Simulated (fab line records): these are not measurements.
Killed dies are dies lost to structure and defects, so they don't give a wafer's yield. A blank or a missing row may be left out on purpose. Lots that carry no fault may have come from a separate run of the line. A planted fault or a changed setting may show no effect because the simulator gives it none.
Which tool is to blame? || flow n5 finfet || 8 lots with 24 wafers sampled at 8 steps, on a route of 1938 steps

WHAT EACH GAUGE READ, for each wafer
N5_BEOL_M4_RC_MEAS_101. Usual: DIBL_N 37.3 mV/V, standard deviation 2.3; DIBL_P 37.4 mV/V, standard deviation 2.9; IOFF_N 0.18 nA/um, standard deviation 0.045; IOFF_P 0.25 nA/um, standard deviation 0.054; ION_N 679 uA/um, standard deviation 15; ION_P 468 uA/um, standard deviation 9.7; SS_N 71.8 mV/dec, standard deviation 0.62; SS_P 73.6 mV/dec, standard deviation 0.76; VT_N 248 mV, standard deviation 4.1; VT_P -248 mV, standard deviation 3.6.
{"lot": "L671", "measured": "day 8 21:56", "on": "prober-02", "DIBL_N (mV/V)": "33.6 32.9 37.0", "DIBL_P (mV/V)": "32.9 33.4 36.0", "IOFF_N (nA/um)": "0.12 0.12 0.18", "IOFF_P (nA/um)": "0.20 0.20 0.24", "ION_N (uA/um)": "655 667 675", "ION_P (uA/um)": "456 469 464", "SS_N (mV/dec)": "71.0 70.7 71.3", "SS_P (mV/dec)": "73.3 72.9 73.5", "VT_N (mV)": "252 255 247", "VT_P (mV)": "-247 -248 -249", "flag": ""}
{"lot": "L677", "measured": "day 10 00:09", "on": "prober-02", "DIBL_N (mV/V)": "40.4 38.3 38.9", "DIBL_P (mV/V)": "39.5 36.6 38.0", "IOFF_N (nA/um)": "0.25 0.18 0.20", "IOFF_P (nA/um)": "0.31 0.26 0.27", "ION_N (uA/um)": "708 667 701", "ION_P (uA/um)": "483 464 481", "SS_N (mV/dec)": "72.6 71.1 72.2", "SS_P (mV/dec)": "74.4 73.6 73.5", "VT_N (mV)": "242 246 245", "VT_P (mV)": "-243 -245 -245", "flag": ""}
{"lot": "L678", "measured": "day 10 02:01", "on": "prober-02", "DIBL_N (mV/V)": "39.1 38.3 41.6", "DIBL_P (mV/V)": "39.9 37.7 44.0", "IOFF_N (nA/um)": "0.21 0.19 0.27", "IOFF_P (nA/um)": "0.28 0.24 0.34", "ION_N (uA/um)": "685 680 706", "ION_P (uA/um)": "467 461 480", "SS_N (mV/dec)": "71.8 71.5 73.0", "SS_P (mV/dec)": "74.1 72.9 75.6", "VT_N (mV)": "245 248 244", "VT_P (mV)": "-247 -249 -245", "flag": ""}
{"lot": "L680", "measured": "day 10 20:28", "on": "prober-02", "DIBL_N (mV/V)": "38.0 37.5 39.2", "DIBL_P (mV/V)": "39.3 38.2 40.2", "IOFF_N (nA/um)": "0.22 0.17 0.25", "IOFF_P (nA/um)": "0.24 0.21 0.26", "ION_N (uA/um)": "696 675 702", "ION_P (uA/um)": "471 455 467", "SS_N (mV/dec)": "71.9 72.6 71.9", "SS_P (mV/dec)": "73.7 73.8 73.8", "VT_N (mV)": "245 248 242", "VT_P (mV)": "-251 -253 -247", "flag": ""}
{"lot": "L687", "measured": "day 12 10:14", "on": "prober-01", "DIBL_N (mV/V)": "38.1 39.1 36.4", "DIBL_P (mV/V)": "38.7 39.5 35.6", "IOFF_N (nA/um)": "0.18 0.20 0.16", "IOFF_P (nA/um)": "0.23 0.24 0.19", "ION_N (uA/um)": "679 674 685", "ION_P (uA/um)": "459 458 465", "SS_N (mV/dec)": "72.0 71.9 71.9", "SS_P (mV/dec)": "73.5 73.8 73.0", "VT_N (mV)": "246 246 249", "VT_P (mV)": "-250 -250 -252", "flag": ""}
{"lot": "L688", "measured": "day 12 10:40", "on": "prober-02", "DIBL_N (mV/V)": "39.6 41.1 36.8", "DIBL_P (mV/V)": "38.4 40.5 33.9", "IOFF_N (nA/um)": "0.19 0.23 0.14", "IOFF_P (nA/um)": "0.25 0.32 0.17", "ION_N (uA/um)": "683 682 653", "ION_P (uA/um)": "464 467 449", "SS_N (mV/dec)": "71.9 73.4 71.7", "SS_P (mV/dec)": "74.1 74.8 72.3", "VT_N (mV)": "248 246 255", "VT_P (mV)": "-251 -244 -253", "flag": ""}
{"lot": "L691", "measured": "day 13 12:40", "on": "prober-01", "DIBL_N (mV/V)": "38.2 38.9 34.8", "DIBL_P (mV/V)": "37.6 41.0 34.9", "IOFF_N (nA/um)": "0.17 0.22 0.12", "IOFF_P (nA/um)": "0.22 0.31 0.19", "ION_N (uA/um)": "663 688 654", "ION_P (uA/um)": "455 470 460", "SS_N (mV/dec)": "72.4 72.6 71.5", "SS_P (mV/dec)": "73.6 74.6 73.9", "VT_N (mV)": "254 244 257", "VT_P (mV)": "-252 -246 -251", "flag": ""}
{"lot": "L692", "measured": "day 13 13:46", "on": "prober-02", "DIBL_N (mV/V)": "38.2 37.2 34.7", "DIBL_P (mV/V)": "36.8 36.0 33.0", "IOFF_N (nA/um)": "0.19 0.18 0.13", "IOFF_P (nA/um)": "0.30 0.26 0.21", "ION_N (uA/um)": "680 681 675", "ION_P (uA/um)": "476 468 472", "SS_N (mV/dec)": "71.5 71.3 71.0", "SS_P (mV/dec)": "73.7 73.0 72.6", "VT_N (mV)": "246 246 251", "VT_P (mV)": "-242 -246 -248", "flag": ""}

N5_BEOL_M14_CD_MEAS_28 targets a cd of 284.4 nm. Usual: cd nm 285.8 nm, standard deviation 2.2.
{"lot": "L671", "measured": "day 12 01:04", "on": "cd sem-03", "cd nm (nm)": "286.3 287.4 285.9", "flag": ""}
{"lot": "L677", "measured": "day 13 01:55", "on": "cd sem-01", "cd nm (nm)": "281.0 286.0 284.5", "flag": ""}
{"lot": "L678", "measured": "day 13 12:36", "on": "cd sem-03", "cd nm (nm)": "289.1 288.3 287.9", "flag": ""}
{"lot": "L680", "measured": "day 14 11:43", "on": "cd sem-01", "cd nm (nm)": "287.2 287.0 287.6", "flag": ""}
{"lot": "L687", "measured": "day 15 15:57", "on": "cd sem-01", "cd nm (nm)": "284.8 286.1 285.5", "flag": ""}
{"lot": "L688", "measured": "day 15 21:32", "on": "cd sem-01", "cd nm (nm)": "287.6 282.7 284.3", "flag": ""}
{"lot": "L691", "measured": "day 16 23:49", "on": "cd sem-01", "cd nm (nm)": "288.8 282.5 286.1", "flag": ""}
{"lot": "L692", "measured": "day 16 19:34", "on": "cd sem-02", "cd nm (nm)": "288.4 287.0 291.5", "flag": ""}

N5_BEOL_M14_OCD_MEAS_35. Usual: trench depth nm 555 nm, standard deviation 18.
{"lot": "L671", "measured": "day 12 01:52", "on": "ocd-02", "trench depth nm (nm)": "554 586 553", "flag": ""}
{"lot": "L677", "measured": "day 13 02:37", "on": "ocd-02", "trench depth nm (nm)": "545 576 559", "flag": ""}
{"lot": "L678", "measured": "day 13 13:18", "on": "ocd-02", "trench depth nm (nm)": "565 547 543", "flag": ""}
{"lot": "L680", "measured": "day 14 12:29", "on": "ocd-02", "trench depth nm (nm)": "548 551 521", "flag": ""}
{"lot": "L687", "measured": "day 15 16:40", "on": "ocd-01", "trench depth nm (nm)": "555 556 556", "flag": ""}
{"lot": "L688", "measured": "day 15 22:29", "on": "ocd-02", "trench depth nm (nm)": "195 202 549", "flag": "OFF"}
{"lot": "L691", "measured": "day 17 00:35", "on": "ocd-02", "trench depth nm (nm)": "209 199 553", "flag": "OFF"}
{"lot": "L692", "measured": "day 16 20:16", "on": "ocd-02", "trench depth nm (nm)": "545 587 558", "flag": ""}

N5_BEOL_M14_THK_MEAS_50: measures by xrf. Usual: for M14_THK the level is 562 nm and the standard deviation is 18.
{"lot": "L671", "measured": "day 12 04:34", "on": "film metro-01", "M14_THK (nm)": "564 595 563", "flag": ""}
{"lot": "L677", "measured": "day 13 05:04", "on": "film metro-02", "M14_THK (nm)": "551 583 565", "flag": ""}
{"lot": "L678", "measured": "day 13 14:53", "on": "film metro-02", "M14_THK (nm)": "575 553 555", "flag": ""}
{"lot": "L680", "measured": "day 14 17:19", "on": "film metro-01", "M14_THK (nm)": "555 557 530", "flag": ""}
{"lot": "L687", "measured": "day 15 19:11", "on": "film metro-01", "M14_THK (nm)": "566 564 571", "flag": ""}
{"lot": "L688", "measured": "day 16 01:37", "on": "film metro-02", "M14_THK (nm)": "198 206 557", "flag": "OFF"}
{"lot": "L691", "measured": "day 17 02:44", "on": "film metro-01", "M14_THK (nm)": "214 201 558", "flag": "OFF"}
{"lot": "L692", "measured": "day 16 22:49", "on": "film metro-01", "M14_THK (nm)": "557 600 570", "flag": ""}

N5_BEOL_M14_RS_MEAS_54: a four-point-probe measurement. Usual: for M14_RS the level is 0.0333 ohm/sq and the standard deviation is 0.0011.
{"lot": "L671", "measured": "day 12 04:41", "on": "film metro-01", "M14_RS (ohm/sq)": "0.0333 0.0315 0.0332", "flag": ""}
{"lot": "L677", "measured": "day 13 05:12", "on": "film metro-01", "M14_RS (ohm/sq)": "0.0338 0.0321 0.0328", "flag": ""}
{"lot": "L678", "measured": "day 13 15:01", "on": "film metro-01", "M14_RS (ohm/sq)": "0.0327 0.0339 0.0340", "flag": ""}
{"lot": "L680", "measured": "day 14 17:29", "on": "film metro-01", "M14_RS (ohm/sq)": "0.0337 0.0336 0.0356", "flag": ""}
{"lot": "L687", "measured": "day 15 19:19", "on": "film metro-02", "M14_RS (ohm/sq)": "0.0332 0.0332 0.0332", "flag": ""}
{"lot": "L688", "measured": "day 16 01:45", "on": "film metro-01", "M14_RS (ohm/sq)": "0.0985 0.0949 0.0336", "flag": "OFF"}
{"lot": "L691", "measured": "day 17 02:52", "on": "film metro-02", "M14_RS (ohm/sq)": "0.0909 0.0966 0.0335", "flag": "OFF"}
{"lot": "L692", "measured": "day 16 22:57", "on": "film metro-01", "M14_RS (ohm/sq)": "0.0340 0.0314 0.0332", "flag": ""}

WHICH TOOL RAN EACH LOT (tool, then ch and the chambers of the sampled wafers, then the start)
{"lot": "L671", "N5_BEOL_M14_VIA_ETCH_16": "rie diel-06 ch 0,2,3, day 12 00:28", "N5_BEOL_M14_TRENCH_ETCH_34": "rie diel-02 ch 1,2,3, day 12 01:46", "N5_BEOL_M14_STRIP_37": "rie diel-04 ch 0,3, day 12 02:28"}
{"lot": "L677", "N5_BEOL_M14_VIA_ETCH_16": "rie diel-02 ch 2,3, day 13 01:14", "N5_BEOL_M14_TRENCH_ETCH_34": "rie diel-02 ch 0,2,3, day 13 02:28", "N5_BEOL_M14_STRIP_37": "rie diel-06 ch 0,3, day 13 03:28"}
{"lot": "L678", "N5_BEOL_M14_VIA_ETCH_16": "rie diel-04 ch 1,3, day 13 11:48", "N5_BEOL_M14_TRENCH_ETCH_34": "rie diel-04 ch 1,2, day 13 13:08", "N5_BEOL_M14_STRIP_37": "rie diel-04 ch 1,2,3, day 13 13:23"}
{"lot": "L680", "N5_BEOL_M14_VIA_ETCH_16": "rie diel-02 ch 0,2,3, day 14 11:02", "N5_BEOL_M14_TRENCH_ETCH_34": "rie diel-06 ch 1,2,3, day 14 12:20", "N5_BEOL_M14_STRIP_37": "rie diel-02 ch 0,2,3, day 14 15:32"}
{"lot": "L687", "N5_BEOL_M14_VIA_ETCH_16": "rie diel-06 ch 0,1,3, day 15 15:09", "N5_BEOL_M14_TRENCH_ETCH_34": "rie diel-04 ch 0,1,2, day 15 16:29", "N5_BEOL_M14_STRIP_37": "rie diel-04 ch 0,2,3, day 15 17:08"}
{"lot": "L688", "N5_BEOL_M14_VIA_ETCH_16": "rie diel-04 ch 2,3, day 15 20:52", "N5_BEOL_M14_TRENCH_ETCH_34": "rie diel-02 ch 0,1,2, day 15 22:19", "N5_BEOL_M14_STRIP_37": "rie diel-06 ch 0,2,3, day 15 22:32"}
{"lot": "L691", "N5_BEOL_M14_VIA_ETCH_16": "rie diel-02 ch 0,1,3, day 16 23:09", "N5_BEOL_M14_TRENCH_ETCH_34": "rie diel-02 ch 0,2,3, day 17 00:26", "N5_BEOL_M14_STRIP_37": "rie diel-04 ch 0,2,3, day 17 00:41"}
{"lot": "L692", "N5_BEOL_M14_VIA_ETCH_16": "rie diel-06 ch 0,2,3, day 16 18:45", "N5_BEOL_M14_TRENCH_ETCH_34": "rie diel-06 ch 0,1,3, day 16 20:06", "N5_BEOL_M14_STRIP_37": "rie diel-02 ch 1,3, day 16 20:31"}
- N5_BEOL_M14_VIA_ETCH_16: etches SiO2 in C4F8/O2/Ar, target depth 1231.3 nm.
- N5_BEOL_M14_TRENCH_ETCH_34: etches SiO2 in C4F8/O2/Ar, target depth 556.65 nm, time 126.9 s.
- N5_BEOL_M14_STRIP_37: strips in O2.

WHAT THE TOOLS THEMSELVES READ (means of the sampled wafers that have a number; where no wafer has one, the mark that the record gives instead)
N5_BEOL_M14_VIA_ETCH_16. Usual: drypump motor current A 5.6 A, standard deviation 0.41; he outer torr 30.00 Torr, standard deviation 0.061; oes product au 0.72 a.u., standard deviation 0.085; rf vpp V 2199 V, standard deviation 57; showerhead plenum p Torr 3.39 Torr, standard deviation 0.09; throttle valve pct 30.9 %, standard deviation 0.36.
{"lot": "L671", "tool": "rie diel-06", "drypump motor current A (A)": 5.6, "he outer torr (Torr)": 30.00, "oes product au (a.u.)": 0.73, "rf vpp V (V)": 2190, "showerhead plenum p Torr (Torr)": 3.38, "throttle valve pct (%)": 31.0, "flag": ""}
{"lot": "L677", "tool": "rie diel-02", "drypump motor current A (A)": 4.9, "he outer torr (Torr)": 29.98, "oes product au (a.u.)": 0.67, "rf vpp V (V)": 2196, "showerhead plenum p Torr (Torr)": 3.43, "throttle valve pct (%)": 30.7, "flag": ""}
{"lot": "L678", "tool": "rie diel-04", "drypump motor current A (A)": 5.2, "he outer torr (Torr)": 29.99, "oes product au (a.u.)": 0.66, "rf vpp V (V)": 2181, "showerhead plenum p Torr (Torr)": 3.32, "throttle valve pct (%)": 31.4, "flag": ""}
{"lot": "L680", "tool": "rie diel-02", "drypump motor current A (A)": 5.3, "he outer torr (Torr)": 29.99, "oes product au (a.u.)": 0.74, "rf vpp V (V)": 2227, "showerhead plenum p Torr (Torr)": 3.44, "throttle valve pct (%)": 30.8, "flag": ""}
{"lot": "L687", "tool": "rie diel-06", "drypump motor current A (A)": 5.8, "he outer torr (Torr)": 30.00, "oes product au (a.u.)": 0.74, "rf vpp V (V)": 2210, "showerhead plenum p Torr (Torr)": 3.35, "throttle valve pct (%)": 31.0, "flag": ""}
{"lot": "L688", "tool": "rie diel-04", "drypump motor current A (A)": 5.8, "he outer torr (Torr)": 30.04, "oes product au (a.u.)": 0.77, "rf vpp V (V)": 2155, "showerhead plenum p Torr (Torr)": 3.36, "throttle valve pct (%)": 30.8, "flag": ""}
{"lot": "L691", "tool": "rie diel-02", "drypump motor current A (A)": 5.6, "he outer torr (Torr)": 30.03, "oes product au (a.u.)": 0.78, "rf vpp V (V)": 2229, "showerhead plenum p Torr (Torr)": 3.48, "throttle valve pct (%)": 30.8, "flag": ""}
{"lot": "L692", "tool": "rie diel-06", "drypump motor current A (A)": 5.6, "he outer torr (Torr)": 30.00, "oes product au (a.u.)": 0.70, "rf vpp V (V)": 2188, "showerhead plenum p Torr (Torr)": 3.36, "throttle valve pct (%)": 31.0, "flag": ""}

N5_BEOL_M14_TRENCH_ETCH_34. Usual: drypump motor current A 5.6 A, standard deviation 0.38; he outer torr 30.01 Torr, standard deviation 0.059; oes product au 0.80 a.u., standard deviation 0.091; rf vpp V 2206 V, standard deviation 67; showerhead plenum p Torr 3.39 Torr, standard deviation 0.087; throttle valve pct 30.9 %, standard deviation 0.32.
{"lot": "L671", "tool": "rie diel-02", "drypump motor current A (A)": 5.2, "he outer torr (Torr)": 30.02, "oes product au (a.u.)": 0.75, "rf vpp V (V)": 2190, "showerhead plenum p Torr (Torr)": 3.36, "throttle valve pct (%)": 30.7, "flag": ""}
{"lot": "L677", "tool": "rie diel-02", "drypump motor current A (A)": 5.3, "he outer torr (Torr)": 30.02, "oes product au (a.u.)": 0.84, "rf vpp V (V)": 2227, "showerhead plenum p Torr (Torr)": 3.44, "throttle valve pct (%)": 30.8, "flag": ""}
{"lot": "L678", "tool": "rie diel-04", "drypump motor current A (A)": 5.7, "he outer torr (Torr)": 29.98, "oes product au (a.u.)": 0.68, "rf vpp V (V)": 2150, "showerhead plenum p Torr (Torr)": 3.35, "throttle valve pct (%)": 31.1, "flag": ""}
{"lot": "L680", "tool": "rie diel-06", "drypump motor current A (A)": 5.7, "he outer torr (Torr)": 30.01, "oes product au (a.u.)": 0.76, "rf vpp V (V)": 2272, "showerhead plenum p Torr (Torr)": 3.35, "throttle valve pct (%)": 31.1, "flag": ""}
{"lot": "L687", "tool": "rie diel-04", "drypump motor current A (A)": 5.7, "he outer torr (Torr)": 29.99, "oes product au (a.u.)": 0.85, "rf vpp V (V)": 2159, "showerhead plenum p Torr (Torr)": 3.39, "throttle valve pct (%)": 31.0, "flag": ""}
{"lot": "L688", "tool": "rie diel-02", "drypump motor current A (A)": 5.5, "he outer torr (Torr)": 30.01, "oes product au (a.u.)": 0.85, "rf vpp V (V)": 2218, "showerhead plenum p Torr (Torr)": 3.53, "throttle valve pct (%)": 30.6, "flag": ""}
{"lot": "L691", "tool": "rie diel-02", "drypump motor current A (A)": 5.3, "he outer torr (Torr)": 30.04, "oes product au (a.u.)": 0.88, "rf vpp V (V)": 2226, "showerhead plenum p Torr (Torr)": 3.43, "throttle valve pct (%)": 30.8, "flag": ""}
{"lot": "L692", "tool": "rie diel-06", "drypump motor current A (A)": 5.8, "he outer torr (Torr)": 30.00, "oes product au (a.u.)": 0.81, "rf vpp V (V)": 2209, "showerhead plenum p Torr (Torr)": 3.34, "throttle valve pct (%)": 31.1, "flag": ""}

N5_BEOL_M14_STRIP_37. Usual: drypump motor current A 5.6 A, standard deviation 0.4; oes product au 0.79 a.u., standard deviation 0.091; rf vpp V 3.7 V, standard deviation 1; showerhead plenum p Torr 2.06 Torr, standard deviation 0.073; throttle valve pct 16.70 %, standard deviation 0.22.
{"lot": "L671", "tool": "rie diel-04", "drypump motor current A (A)": 5.9, "oes product au (a.u.)": 0.71, "rf vpp V (V)": 4.3, "showerhead plenum p Torr (Torr)": 2.12, "throttle valve pct (%)": 16.87, "flag": ""}
{"lot": "L677", "tool": "rie diel-06", "drypump motor current A (A)": 5.6, "oes product au (a.u.)": 0.86, "rf vpp V (V)": 3.7, "showerhead plenum p Torr (Torr)": 2.03, "throttle valve pct (%)": 16.44, "flag": ""}
{"lot": "L678", "tool": "rie diel-04", "drypump motor current A (A)": 5.5, "oes product au (a.u.)": 0.71, "rf vpp V (V)": 4.7, "showerhead plenum p Torr (Torr)": 2.02, "throttle valve pct (%)": 16.88, "flag": ""}
{"lot": "L680", "tool": "rie diel-02", "drypump motor current A (A)": 5.3, "oes product au (a.u.)": 0.81, "rf vpp V (V)": 3.1, "showerhead plenum p Torr (Torr)": 2.11, "throttle valve pct (%)": 16.68, "flag": ""}
{"lot": "L687", "tool": "rie diel-04", "drypump motor current A (A)": 5.9, "oes product au (a.u.)": 0.86, "rf vpp V (V)": 3.4, "showerhead plenum p Torr (Torr)": 2.08, "throttle valve pct (%)": 16.59, "flag": ""}
{"lot": "L688", "tool": "rie diel-06", "drypump motor current A (A)": 5.6, "oes product au (a.u.)": 0.78, "rf vpp V (V)": 4.8, "showerhead plenum p Torr (Torr)": 2.03, "throttle valve pct (%)": 16.72, "flag": ""}
{"lot": "L691", "tool": "rie diel-04", "drypump motor current A (A)": 5.9, "oes product au (a.u.)": 0.84, "rf vpp V (V)": 3.7, "showerhead plenum p Torr (Torr)": 2.07, "throttle valve pct (%)": 16.60, "flag": ""}
{"lot": "L692", "tool": "rie diel-02", "drypump motor current A (A)": 5.4, "oes product au (a.u.)": 0.81, "rf vpp V (V)": 4.2, "showerhead plenum p Torr (Torr)": 2.08, "throttle valve pct (%)": 16.61, "flag": ""}

THE ANSWER, worked out from the rows above alone
Rule: lot off if the mean of its wafers having a number is beyond 3 standard deviations from the usual mean. Also off: a lot with no number at a reading for which 4 or more lots have one. The other lots that the step has rows for count as sound. Order of review: gauges by route order, followed by the tools' own readings, for which a lot's mean as printed above is used. At the first step where some lot is off, the reading lying furthest off is the one used; lots without a number count as furthest.
Off: L688, L691, at N5_BEOL_M14_OCD_MEAS_35 (trench depth nm).
A tool fits if, at a process step before that reading, it ran every lot that is off, and no sound lot after the first of them. The gauges at N5_BEOL_M14_OCD_MEAS_35 aren't tried: what is off there is off at N5_BEOL_M14_THK_MEAS_50 too, on other tools, and a gauge's error can't cause that. One candidate fits, namely rie diel-02 at N5_BEOL_M14_TRENCH_ETCH_34. Its last sound lot is L677 (day 13 02:28), its first lot that is off L688 (day 15 22:19): a fault that began between those two fits.

WHAT HAD BEEN PUT IN BY THE SIMULATOR
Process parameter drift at N5_BEOL_M14_TRENCH_ETCH_34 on rie diel-02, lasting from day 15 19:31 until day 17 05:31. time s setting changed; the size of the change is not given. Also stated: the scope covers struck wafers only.
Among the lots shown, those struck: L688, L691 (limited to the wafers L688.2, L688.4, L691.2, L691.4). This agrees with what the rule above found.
